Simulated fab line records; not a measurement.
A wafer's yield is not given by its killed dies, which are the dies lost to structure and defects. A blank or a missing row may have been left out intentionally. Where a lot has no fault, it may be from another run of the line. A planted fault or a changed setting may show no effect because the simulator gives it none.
fab line records :: flow nand-harc
record
  lots=14
  wafers=42
  last-day=25
route steps=1159 shown A_BONDPAD@1082 HYBRID_BOND@1099 THIN_TSV@1116
lots untouched by any fault: they come from a run of this same line in which no faults occurred
start-h: the number of hours between the record's first day and the start of the first shown wafer of the lot :: wait-h: time in hours since the lot's previous step :: " the same as in the row above :: L1.1+2: one row covering several wafers at once :: - no value present, or no start provided :: * or withheld: withheld :: < > ~ a bound
route shown NAME@n: a module of which the file shows steps, and the number in the route of the first :: usual: average and standard deviation across the fault-free wafers :: same: alike in all rows :: chamber/n: place in a boat :: sites: readings site by site :: _std_site: their standard deviation :: _edge_site: mean of outer sites minus mean of inner sites :: radius-mm: for every site, how far away it sits from the centre of the wafer :: mask NAME#n: copy n :: behind: the last tool/chamber to shape the wafer :: hold: cause of the lot's hold/its duration in hours/its outcome :: device: names the non-switching transistor (n, p or np) :: end of line: tests run on the same wafers once the route is complete :: a step given without rows: its recipe and nothing more :: killed: dies lost to structure and defects at the first sort, not the wafer's yield :: map: per-die view of a wafer (x killed, . not killed, _ where there is no die)
set.NAME: the run value of the setting; set.NAME@STEP: its run value at that earlier step :: model.NAME: the simulator's own value behind a step, which no gauge read
steps of the route over a sample of lots; a table a step, a row a wafer
services: from which hour (start-h, from the record's first day; less than 0 if before it) a tool's chamber was out of use, for how many hours, and why
## steps
# step NHARC_A_BONDPAD_DEGAS_25
# recipe
  temp-c=300
  time-s=60
# usual
  heater-power-w=461/45
lot.wafer: L197.1
tool: pvd-sputter-03
chamber: -
start-h: 421.71
wait-h: -
heater-power-w: 454

lot.wafer: L197.2
tool: pvd-sputter-03
chamber: -
start-h: 421.71
wait-h: -
heater-power-w: 510

lot.wafer: L197.6
tool: pvd-sputter-03
chamber: -
start-h: 421.71
wait-h: -
heater-power-w: 477

lot.wafer: L202.3
tool: pvd-sputter-03
chamber: -
start-h: 432.78
wait-h: -
heater-power-w: 487

lot.wafer: L202.1
tool: pvd-sputter-03
chamber: -
start-h: 432.78
wait-h: -
heater-power-w: 495

lot.wafer: L202.4
tool: pvd-sputter-03
chamber: -
start-h: 432.78
wait-h: -
heater-power-w: 379

lot.wafer: L203.3
tool: pvd-sputter-02
chamber: -
start-h: 436.53
wait-h: -
heater-power-w: 433

lot.wafer: L203.5
tool: pvd-sputter-02
chamber: -
start-h: 436.53
wait-h: -
heater-power-w: 372

lot.wafer: L203.6
tool: pvd-sputter-02
chamber: -
start-h: 436.53
wait-h: -
heater-power-w: 439

lot.wafer: L200.1
tool: pvd-sputter-03
chamber: -
start-h: 446.40
wait-h: -
heater-power-w: 494

lot.wafer: L200.6
tool: pvd-sputter-03
chamber: -
start-h: 446.40
wait-h: -
heater-power-w: 383

lot.wafer: L200.5
tool: pvd-sputter-03
chamber: -
start-h: 446.40
wait-h: -
heater-power-w: 507

lot.wafer: L201.4
tool: pvd-sputter-02
chamber: -
start-h: 450.67
wait-h: -
heater-power-w: 439

lot.wafer: L201.3
tool: pvd-sputter-02
chamber: -
start-h: 450.67
wait-h: -
heater-power-w: 371

lot.wafer: L201.2
tool: pvd-sputter-02
chamber: -
start-h: 450.67
wait-h: -
heater-power-w: 488

lot.wafer: L204.4
tool: pvd-sputter-03
chamber: -
start-h: 453.20
wait-h: -
heater-power-w: 375

lot.wafer: L204.2
tool: pvd-sputter-03
chamber: -
start-h: 453.20
wait-h: -
heater-power-w: 506

lot.wafer: L204.5
tool: pvd-sputter-03
chamber: -
start-h: 453.20
wait-h: -
heater-power-w: 464

lot.wafer: L206.4
tool: pvd-sputter-01
chamber: -
start-h: 463.26
wait-h: -
heater-power-w: 453

lot.wafer: L206.1
tool: pvd-sputter-01
chamber: -
start-h: 463.26
wait-h: -
heater-power-w: 494

lot.wafer: L206.6
tool: pvd-sputter-01
chamber: -
start-h: 463.26
wait-h: -
heater-power-w: 469

lot.wafer: L205.2
tool: pvd-sputter-01
chamber: -
start-h: 467.85
wait-h: -
heater-power-w: 505

lot.wafer: L205.3
tool: pvd-sputter-01
chamber: -
start-h: 467.85
wait-h: -
heater-power-w: 477

lot.wafer: L205.1
tool: pvd-sputter-01
chamber: -
start-h: 467.85
wait-h: -
heater-power-w: 499

lot.wafer: L211.4
tool: pvd-sputter-01
chamber: -
start-h: 481.49
wait-h: -
heater-power-w: 494

lot.wafer: L211.5
tool: pvd-sputter-01
chamber: -
start-h: 481.49
wait-h: -
heater-power-w: 468

lot.wafer: L211.6
tool: pvd-sputter-01
chamber: -
start-h: 481.49
wait-h: -
heater-power-w: 481

lot.wafer: L208.4
tool: pvd-sputter-02
chamber: -
start-h: 481.85
wait-h: -
heater-power-w: 488

lot.wafer: L208.1
tool: pvd-sputter-02
chamber: -
start-h: 481.85
wait-h: -
heater-power-w: 439

lot.wafer: L208.2
tool: pvd-sputter-02
chamber: -
start-h: 481.85
wait-h: -
heater-power-w: 434

lot.wafer: L209.4
tool: pvd-sputter-01
chamber: -
start-h: 493.23
wait-h: -
heater-power-w: 509

lot.wafer: L209.1
tool: pvd-sputter-01
chamber: -
start-h: 493.23
wait-h: -
heater-power-w: 469

lot.wafer: L209.5
tool: pvd-sputter-01
chamber: -
start-h: 493.23
wait-h: -
heater-power-w: 481

lot.wafer: L213.4
tool: pvd-sputter-03
chamber: -
start-h: 517.60
wait-h: -
heater-power-w: 458

lot.wafer: L213.1
tool: pvd-sputter-03
chamber: -
start-h: 517.60
wait-h: -
heater-power-w: 384

lot.wafer: L213.2
tool: pvd-sputter-03
chamber: -
start-h: 517.60
wait-h: -
heater-power-w: 485

lot.wafer: L212.2
tool: pvd-sputter-03
chamber: -
start-h: 520.19
wait-h: -
heater-power-w: 467

lot.wafer: L212.1
tool: pvd-sputter-03
chamber: -
start-h: 520.19
wait-h: -
heater-power-w: 471

lot.wafer: L212.5
tool: pvd-sputter-03
chamber: -
start-h: 520.19
wait-h: -
heater-power-w: 380

lot.wafer: L220.4
tool: pvd-sputter-03
chamber: -
start-h: 551.40
wait-h: -
heater-power-w: 383

lot.wafer: L220.1
tool: pvd-sputter-03
chamber: -
start-h: 551.40
wait-h: -
heater-power-w: 481

lot.wafer: L220.2
tool: pvd-sputter-03
chamber: -
start-h: 551.40
wait-h: -
heater-power-w: 474
# step NHARC_HYBRID_BOND_OVL_MEAS_05
# usual
  overlay-x-nm=-1/34
  overlay-y-nm=-2/32
lot.wafer: L197.1
tool: overlay-01
chamber: -
start-h: 436.91
wait-h: 0.4
overlay-x-nm: 5
overlay-y-nm: -9

lot.wafer: L197.2
tool: overlay-01
chamber: -
start-h: 436.91
wait-h: 0.4
overlay-x-nm: -37
overlay-y-nm: 5

lot.wafer: L197.6
tool: overlay-01
chamber: -
start-h: 436.91
wait-h: 0.4
overlay-x-nm: -25
overlay-y-nm: 4

lot.wafer: L202.1
tool: overlay-02
chamber: -
start-h: 446.87
wait-h: 0.4
overlay-x-nm: -1
overlay-y-nm: 48

lot.wafer: L202.3
tool: overlay-02
chamber: -
start-h: 446.87
wait-h: 0.4
overlay-x-nm: -52
overlay-y-nm: -1

lot.wafer: L202.4
tool: overlay-02
chamber: -
start-h: 446.87
wait-h: 0.4
overlay-x-nm: -12
overlay-y-nm: 8

lot.wafer: L203.3
tool: overlay-01
chamber: -
start-h: 446.87
wait-h: 0.4
overlay-x-nm: -3
overlay-y-nm: 28

lot.wafer: L203.5
tool: overlay-01
chamber: -
start-h: 446.87
wait-h: 0.4
overlay-x-nm: 2
overlay-y-nm: -3

lot.wafer: L203.6
tool: overlay-01
chamber: -
start-h: 446.87
wait-h: 0.4
overlay-x-nm: 65
overlay-y-nm: 3

lot.wafer: L200.1
tool: overlay-02
chamber: -
start-h: 457.79
wait-h: 0.4
overlay-x-nm: 52
overlay-y-nm: 22

lot.wafer: L200.5
tool: overlay-02
chamber: -
start-h: 457.79
wait-h: 0.4
overlay-x-nm: 15
overlay-y-nm: -26

lot.wafer: L200.6
tool: overlay-02
chamber: -
start-h: 457.79
wait-h: 0.4
overlay-x-nm: -29
overlay-y-nm: -14

lot.wafer: L204.2
tool: overlay-02
chamber: -
start-h: 462.96
wait-h: 0.4
overlay-x-nm: -30
overlay-y-nm: -54

lot.wafer: L204.4
tool: overlay-02
chamber: -
start-h: 462.96
wait-h: 0.4
overlay-x-nm: 15
overlay-y-nm: 8

lot.wafer: L204.5
tool: overlay-02
chamber: -
start-h: 462.96
wait-h: 0.4
overlay-x-nm: 33
overlay-y-nm: 9

lot.wafer: L201.2
tool: overlay-01
chamber: -
start-h: 462.96
wait-h: 0.4
overlay-x-nm: -50
overlay-y-nm: 38

lot.wafer: L201.3
tool: overlay-01
chamber: -
start-h: 462.96
wait-h: 0.4
overlay-x-nm: 12
overlay-y-nm: -14

lot.wafer: L201.4
tool: overlay-01
chamber: -
start-h: 462.96
wait-h: 0.4
overlay-x-nm: -22
overlay-y-nm: 52

lot.wafer: L206.1
tool: overlay-01
chamber: -
start-h: 474.90
wait-h: 0.4
overlay-x-nm: 16
overlay-y-nm: 4

lot.wafer: L206.4
tool: overlay-01
chamber: -
start-h: 474.90
wait-h: 0.4
overlay-x-nm: -87
overlay-y-nm: 1

lot.wafer: L206.6
tool: overlay-01
chamber: -
start-h: 474.90
wait-h: 0.4
overlay-x-nm: -49
overlay-y-nm: -6

lot.wafer: L205.1
tool: overlay-01
chamber: -
start-h: 479.89
wait-h: 0.4
overlay-x-nm: 9
overlay-y-nm: -27

lot.wafer: L205.2
tool: overlay-01
chamber: -
start-h: 479.89
wait-h: 0.4
overlay-x-nm: -81
overlay-y-nm: -42

lot.wafer: L205.3
tool: overlay-01
chamber: -
start-h: 479.89
wait-h: 0.4
overlay-x-nm: -31
overlay-y-nm: -61

lot.wafer: L211.4
tool: overlay-02
chamber: -
start-h: 491.00
wait-h: 0.4
overlay-x-nm: 52
overlay-y-nm: -52

lot.wafer: L211.5
tool: overlay-02
chamber: -
start-h: 491.00
wait-h: 0.4
overlay-x-nm: 58
overlay-y-nm: 4

lot.wafer: L211.6
tool: overlay-02
chamber: -
start-h: 491.00
wait-h: 0.4
overlay-x-nm: -16
overlay-y-nm: -45

lot.wafer: L208.1
tool: overlay-02
chamber: -
start-h: 491.01
wait-h: 0.4
overlay-x-nm: 39
overlay-y-nm: 28

lot.wafer: L208.2
tool: overlay-02
chamber: -
start-h: 491.01
wait-h: 0.4
overlay-x-nm: -15
overlay-y-nm: -3

lot.wafer: L208.4
tool: overlay-02
chamber: -
start-h: 491.01
wait-h: 0.4
overlay-x-nm: 15
overlay-y-nm: -34

lot.wafer: L209.1
tool: overlay-01
chamber: -
start-h: 508.11
wait-h: 0.4
overlay-x-nm: 0
overlay-y-nm: -53

lot.wafer: L209.4
tool: overlay-01
chamber: -
start-h: 508.11
wait-h: 0.4
overlay-x-nm: 27
overlay-y-nm: -19

lot.wafer: L209.5
tool: overlay-01
chamber: -
start-h: 508.11
wait-h: 0.4
overlay-x-nm: 10
overlay-y-nm: 1

lot.wafer: L213.1
tool: overlay-01
chamber: -
start-h: 530.54
wait-h: 0.4
overlay-x-nm: -31
overlay-y-nm: 23

lot.wafer: L213.2
tool: overlay-01
chamber: -
start-h: 530.54
wait-h: 0.4
overlay-x-nm: -7
overlay-y-nm: -6

lot.wafer: L213.4
tool: overlay-01
chamber: -
start-h: 530.54
wait-h: 0.4
overlay-x-nm: -68
overlay-y-nm: -54

lot.wafer: L212.1
tool: overlay-01
chamber: -
start-h: 530.55
wait-h: 0.4
overlay-x-nm: 23
overlay-y-nm: 31

lot.wafer: L212.2
tool: overlay-01
chamber: -
start-h: 530.55
wait-h: 0.4
overlay-x-nm: -23
overlay-y-nm: 44

lot.wafer: L212.5
tool: overlay-01
chamber: -
start-h: 530.55
wait-h: 0.4
overlay-x-nm: -1
overlay-y-nm: 35

lot.wafer: L220.1
tool: overlay-01
chamber: -
start-h: 562.79
wait-h: 0.4
overlay-x-nm: 30
overlay-y-nm: 6

lot.wafer: L220.2
tool: overlay-01
chamber: -
start-h: 562.79
wait-h: 0.4
overlay-x-nm: 23
overlay-y-nm: -3

lot.wafer: L220.4
tool: overlay-01
chamber: -
start-h: 562.79
wait-h: 0.4
overlay-x-nm: -37
overlay-y-nm: 24
# step NHARC_THIN_TSV_CD_MEAS_12
# recipe
  target-cd-nm=1000
  landing-energy-ev=500
# usual
  cd-nm=999.4/1.8
lot.wafer: L197.1
tool: cd-sem-01
chamber: 0
start-h: 441.66
wait-h: -
cd-nm: 996.4

lot.wafer: L197.2
tool: cd-sem-01
chamber: 0
start-h: 441.66
wait-h: -
cd-nm: 1000.1

lot.wafer: L197.6
tool: cd-sem-01
chamber: 0
start-h: 441.66
wait-h: -
cd-nm: 999.1

lot.wafer: L202.1
tool: cd-sem-02
chamber: 0
start-h: 449.88
wait-h: -
cd-nm: 997.8

lot.wafer: L202.3
tool: cd-sem-02
chamber: 0
start-h: 449.88
wait-h: -
cd-nm: 998.5

lot.wafer: L202.4
tool: cd-sem-02
chamber: 0
start-h: 449.88
wait-h: -
cd-nm: 997.2

lot.wafer: L203.3
tool: cd-sem-03
chamber: 0
start-h: 451.65
wait-h: -
cd-nm: 1000.3

lot.wafer: L203.5
tool: cd-sem-03
chamber: 0
start-h: 451.65
wait-h: -
cd-nm: 1003.6

lot.wafer: L203.6
tool: cd-sem-03
chamber: 0
start-h: 451.65
wait-h: -
cd-nm: 997.1

lot.wafer: L200.1
tool: cd-sem-02
chamber: 0
start-h: 460.92
wait-h: -
cd-nm: 1001.0

lot.wafer: L200.5
tool: cd-sem-02
chamber: 0
start-h: 460.92
wait-h: -
cd-nm: 1000.4

lot.wafer: L200.6
tool: cd-sem-02
chamber: 0
start-h: 460.92
wait-h: -
cd-nm: 1002.4

lot.wafer: L204.2
tool: cd-sem-01
chamber: 0
start-h: 466.11
wait-h: -
cd-nm: 999.0

lot.wafer: L204.4
tool: cd-sem-01
chamber: 0
start-h: 466.11
wait-h: -
cd-nm: 998.1

lot.wafer: L204.5
tool: cd-sem-01
chamber: 0
start-h: 466.11
wait-h: -
cd-nm: 1002.2

lot.wafer: L201.2
tool: cd-sem-01
chamber: 0
start-h: 467.74
wait-h: -
cd-nm: 1000.4

lot.wafer: L201.3
tool: cd-sem-01
chamber: 0
start-h: 467.74
wait-h: -
cd-nm: 997.9

lot.wafer: L201.4
tool: cd-sem-01
chamber: 0
start-h: 467.74
wait-h: -
cd-nm: 999.0

lot.wafer: L206.1
tool: cd-sem-03
chamber: 0
start-h: 478.08
wait-h: -
cd-nm: 998.0

lot.wafer: L206.4
tool: cd-sem-03
chamber: 0
start-h: 478.08
wait-h: -
cd-nm: 998.3

lot.wafer: L206.6
tool: cd-sem-03
chamber: 0
start-h: 478.08
wait-h: -
cd-nm: 1001.7

lot.wafer: L205.1
tool: cd-sem-02
chamber: 0
start-h: 483.05
wait-h: -
cd-nm: 1002.8

lot.wafer: L205.2
tool: cd-sem-02
chamber: 0
start-h: 483.05
wait-h: -
cd-nm: 999.3

lot.wafer: L205.3
tool: cd-sem-02
chamber: 0
start-h: 483.05
wait-h: -
cd-nm: 1000.4

lot.wafer: L211.4
tool: cd-sem-01
chamber: 0
start-h: 494.16
wait-h: -
cd-nm: 999.0

lot.wafer: L211.5
tool: cd-sem-01
chamber: 0
start-h: 494.16
wait-h: -
cd-nm: 1000.5

lot.wafer: L211.6
tool: cd-sem-01
chamber: 0
start-h: 494.16
wait-h: -
cd-nm: 999.0

lot.wafer: L208.1
tool: cd-sem-01
chamber: 0
start-h: 496.53
wait-h: -
cd-nm: 997.3

lot.wafer: L208.2
tool: cd-sem-01
chamber: 0
start-h: 496.53
wait-h: -
cd-nm: 997.7

lot.wafer: L208.4
tool: cd-sem-01
chamber: 0
start-h: 496.53
wait-h: -
cd-nm: 998.0

lot.wafer: L209.1
tool: cd-sem-03
chamber: 0
start-h: 510.77
wait-h: -
cd-nm: 1002.4

lot.wafer: L209.4
tool: cd-sem-03
chamber: 0
start-h: 510.77
wait-h: -
cd-nm: 999.4

lot.wafer: L209.5
tool: cd-sem-03
chamber: 0
start-h: 510.77
wait-h: -
cd-nm: 999.4

lot.wafer: L213.1
tool: cd-sem-02
chamber: 0
start-h: 533.29
wait-h: -
cd-nm: 998.1

lot.wafer: L213.2
tool: cd-sem-02
chamber: 0
start-h: 533.29
wait-h: -
cd-nm: 997.1

lot.wafer: L213.4
tool: cd-sem-02
chamber: 0
start-h: 533.29
wait-h: -
cd-nm: 999.3

lot.wafer: L212.1
tool: cd-sem-01
chamber: 0
start-h: 535.57
wait-h: -
cd-nm: 998.3

lot.wafer: L212.2
tool: cd-sem-01
chamber: 0
start-h: 535.57
wait-h: -
cd-nm: 998.2

lot.wafer: L212.5
tool: cd-sem-01
chamber: 0
start-h: 535.57
wait-h: -
cd-nm: 997.5

lot.wafer: L220.1
tool: cd-sem-03
chamber: 0
start-h: 565.45
wait-h: -
cd-nm: 1000.5

lot.wafer: L220.2
tool: cd-sem-03
chamber: 0
start-h: 565.45
wait-h: -
cd-nm: 999.1

lot.wafer: L220.4
tool: cd-sem-03
chamber: 0
start-h: 565.45
wait-h: -
cd-nm: 1000.9
# step NHARC_THIN_TSV_PVD_19
# recipe
  target-thk-a=200
  chamber-pressure-pa=5
  material=TaN
# usual
  chamber-pressure-pa=5.000/0.011
  throttle-valve-pct=30.2/0.81
lot.wafer: L197.2
tool: pvd-sputter-03
chamber: -
start-h: 444.58
wait-h: -
chamber-pressure-pa: 4.995
throttle-valve-pct: 30.2

lot.wafer: L197.1
tool: pvd-sputter-03
chamber: -
start-h: 444.58
wait-h: -
chamber-pressure-pa: 5.004
throttle-valve-pct: 30.1

lot.wafer: L197.6
tool: pvd-sputter-03
chamber: -
start-h: 444.58
wait-h: -
chamber-pressure-pa: 4.997
throttle-valve-pct: 30.2

lot.wafer: L202.1
tool: pvd-sputter-02
chamber: -
start-h: 452.99
wait-h: -
chamber-pressure-pa: 4.992
throttle-valve-pct: 30.4

lot.wafer: L202.3
tool: pvd-sputter-02
chamber: -
start-h: 452.99
wait-h: -
chamber-pressure-pa: 5.000
throttle-valve-pct: 30.6

lot.wafer: L202.4
tool: pvd-sputter-02
chamber: -
start-h: 452.99
wait-h: -
chamber-pressure-pa: 4.998
throttle-valve-pct: 28.8

lot.wafer: L203.3
tool: pvd-sputter-01
chamber: -
start-h: 454.70
wait-h: -
chamber-pressure-pa: 5.006
throttle-valve-pct: 32.0

lot.wafer: L203.5
tool: pvd-sputter-01
chamber: -
start-h: 454.70
wait-h: -
chamber-pressure-pa: 5.020
throttle-valve-pct: 32.0

lot.wafer: L203.6
tool: pvd-sputter-01
chamber: -
start-h: 454.70
wait-h: -
chamber-pressure-pa: 5.024
throttle-valve-pct: 29.1

lot.wafer: L200.1
tool: pvd-sputter-01
chamber: -
start-h: 464.32
wait-h: -
chamber-pressure-pa: 4.990
throttle-valve-pct: 29.0

lot.wafer: L200.5
tool: pvd-sputter-01
chamber: -
start-h: 464.32
wait-h: -
chamber-pressure-pa: 4.992
throttle-valve-pct: 29.3

lot.wafer: L200.6
tool: pvd-sputter-01
chamber: -
start-h: 464.32
wait-h: -
chamber-pressure-pa: 4.997
throttle-valve-pct: 30.2

lot.wafer: L204.4
tool: pvd-sputter-01
chamber: -
start-h: 470.21
wait-h: -
chamber-pressure-pa: 5.007
throttle-valve-pct: 32.2

lot.wafer: L204.2
tool: pvd-sputter-01
chamber: -
start-h: 470.21
wait-h: -
chamber-pressure-pa: 4.992
throttle-valve-pct: 29.7

lot.wafer: L204.5
tool: pvd-sputter-01
chamber: -
start-h: 470.21
wait-h: -
chamber-pressure-pa: 5.010
throttle-valve-pct: 29.2

lot.wafer: L201.3
tool: pvd-sputter-02
chamber: -
start-h: 471.58
wait-h: -
chamber-pressure-pa: 5.003
throttle-valve-pct: 30.2

lot.wafer: L201.2
tool: pvd-sputter-02
chamber: -
start-h: 471.58
wait-h: -
chamber-pressure-pa: 4.986
throttle-valve-pct: 30.5

lot.wafer: L201.4
tool: pvd-sputter-02
chamber: -
start-h: 471.58
wait-h: -
chamber-pressure-pa: 5.000
throttle-valve-pct: 28.7

lot.wafer: L206.4
tool: pvd-sputter-03
chamber: -
start-h: 481.31
wait-h: -
chamber-pressure-pa: 4.991
throttle-valve-pct: 31.0

lot.wafer: L206.1
tool: pvd-sputter-03
chamber: -
start-h: 481.31
wait-h: -
chamber-pressure-pa: 5.002
throttle-valve-pct: 29.7

lot.wafer: L206.6
tool: pvd-sputter-03
chamber: -
start-h: 481.31
wait-h: -
chamber-pressure-pa: 4.990
throttle-valve-pct: 30.9

lot.wafer: L205.2
tool: pvd-sputter-01
chamber: -
start-h: 485.97
wait-h: -
chamber-pressure-pa: 5.006
throttle-valve-pct: 29.6

lot.wafer: L205.1
tool: pvd-sputter-01
chamber: -
start-h: 485.97
wait-h: -
chamber-pressure-pa: 4.998
throttle-valve-pct: 32.1

lot.wafer: L205.3
tool: pvd-sputter-01
chamber: -
start-h: 485.97
wait-h: -
chamber-pressure-pa: 4.995
throttle-valve-pct: 29.3

lot.wafer: L211.4
tool: pvd-sputter-03
chamber: -
start-h: 497.08
wait-h: -
chamber-pressure-pa: 4.998
throttle-valve-pct: 30.0

lot.wafer: L211.5
tool: pvd-sputter-03
chamber: -
start-h: 497.08
wait-h: -
chamber-pressure-pa: 5.004
throttle-valve-pct: 30.7

lot.wafer: L211.6
tool: pvd-sputter-03
chamber: -
start-h: 497.08
wait-h: -
chamber-pressure-pa: 4.986
throttle-valve-pct: 30.8

lot.wafer: L208.1
tool: pvd-sputter-03
chamber: -
start-h: 499.46
wait-h: -
chamber-pressure-pa: 5.004
throttle-valve-pct: 30.6

lot.wafer: L208.2
tool: pvd-sputter-03
chamber: -
start-h: 499.46
wait-h: -
chamber-pressure-pa: 5.010
throttle-valve-pct: 30.5

lot.wafer: L208.4
tool: pvd-sputter-03
chamber: -
start-h: 499.46
wait-h: -
chamber-pressure-pa: 5.017
throttle-valve-pct: 30.3

lot.wafer: L209.1
tool: pvd-sputter-01
chamber: -
start-h: 513.80
wait-h: -
chamber-pressure-pa: -
throttle-valve-pct: -

lot.wafer: L209.4
tool: pvd-sputter-01
chamber: -
start-h: 513.80
wait-h: -
chamber-pressure-pa: -
throttle-valve-pct: -

lot.wafer: L209.5
tool: pvd-sputter-01
chamber: -
start-h: 513.80
wait-h: -
chamber-pressure-pa: -
throttle-valve-pct: -

lot.wafer: L213.4
tool: pvd-sputter-01
chamber: -
start-h: 536.27
wait-h: -
chamber-pressure-pa: -
throttle-valve-pct: -

lot.wafer: L213.2
tool: pvd-sputter-01
chamber: -
start-h: 536.27
wait-h: -
chamber-pressure-pa: -
throttle-valve-pct: -

lot.wafer: L213.1
tool: pvd-sputter-01
chamber: -
start-h: 536.27
wait-h: -
chamber-pressure-pa: -
throttle-valve-pct: -

lot.wafer: L212.1
tool: pvd-sputter-02
chamber: -
start-h: 538.48
wait-h: -
chamber-pressure-pa: 4.999
throttle-valve-pct: 30.3

lot.wafer: L212.2
tool: pvd-sputter-02
chamber: -
start-h: 538.48
wait-h: -
chamber-pressure-pa: 5.027
throttle-valve-pct: 30.1

lot.wafer: L212.5
tool: pvd-sputter-02
chamber: -
start-h: 538.48
wait-h: -
chamber-pressure-pa: 4.995
throttle-valve-pct: 30.4

lot.wafer: L220.2
tool: pvd-sputter-02
chamber: -
start-h: 568.97
wait-h: -
chamber-pressure-pa: 5.018
throttle-valve-pct: 30.4

lot.wafer: L220.1
tool: pvd-sputter-02
chamber: -
start-h: 568.97
wait-h: -
chamber-pressure-pa: 4.985
throttle-valve-pct: 29.9

lot.wafer: L220.4
tool: pvd-sputter-02
chamber: -
start-h: 568.97
wait-h: -
chamber-pressure-pa: 4.994
throttle-valve-pct: 28.4
## services
tool: pvd-sputter-02
chamber: -
start-h: 415.97
hours: 2.9
kind: repair

tool: pvd-sputter-03
chamber: -
start-h: 458.00
hours: 10.0
kind: pm

tool: pvd-sputter-02
chamber: -
start-h: 487.12
hours: 0.6
kind: repair

tool: pvd-sputter-03
chamber: -
start-h: 509.94
hours: 3.9
kind: repair

tool: pvd-sputter-01
chamber: -
start-h: 514.00
hours: 10.0
kind: pm

tool: pvd-sputter-02
chamber: -
start-h: 521.46
hours: 2.7
kind: repair

tool: pvd-sputter-02
chamber: -
start-h: 546.47
hours: 12.8
kind: repair

tool: pvd-sputter-01
chamber: -
start-h: 553.47
hours: 0.7
kind: repair
## key
first-sign
  step=NHARC_THIN_TSV_PVD_19
  reading=tool-record
  direction=missing
effect none on later readings
met-at NHARC_THIN_TSV_PVD_19
struck-lots L209,L213
later-rows-left-out L209.1,L209.4,L209.5,L213.1,L213.2,L213.4
sort-left-out L209.1,L209.4,L209.5,L213.1,L213.2,L213.4
not-acting-at NHARC_A_BONDPAD_DEGAS_25,NHARC_HYBRID_BOND_OVL_MEAS_05,NHARC_THIN_TSV_CD_MEAS_12
onset-between 485.97 513.80
fault
  kind=skipped-step-whole
  tool=pvd-sputter-01
  chamber=-
  onset-h=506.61
  steps=NHARC_THIN_TSV_PVD_19
  scope=struck-lots-only
# sort-left-out: the simulated sort isn't trusted on such a fault, so these wafers' sort isn't shown, and their yield isn't known
# later-rows-left-out: the simulator's readings of these wafers behind a module that went badly wrong aren't trusted and aren't shown, but for the sort
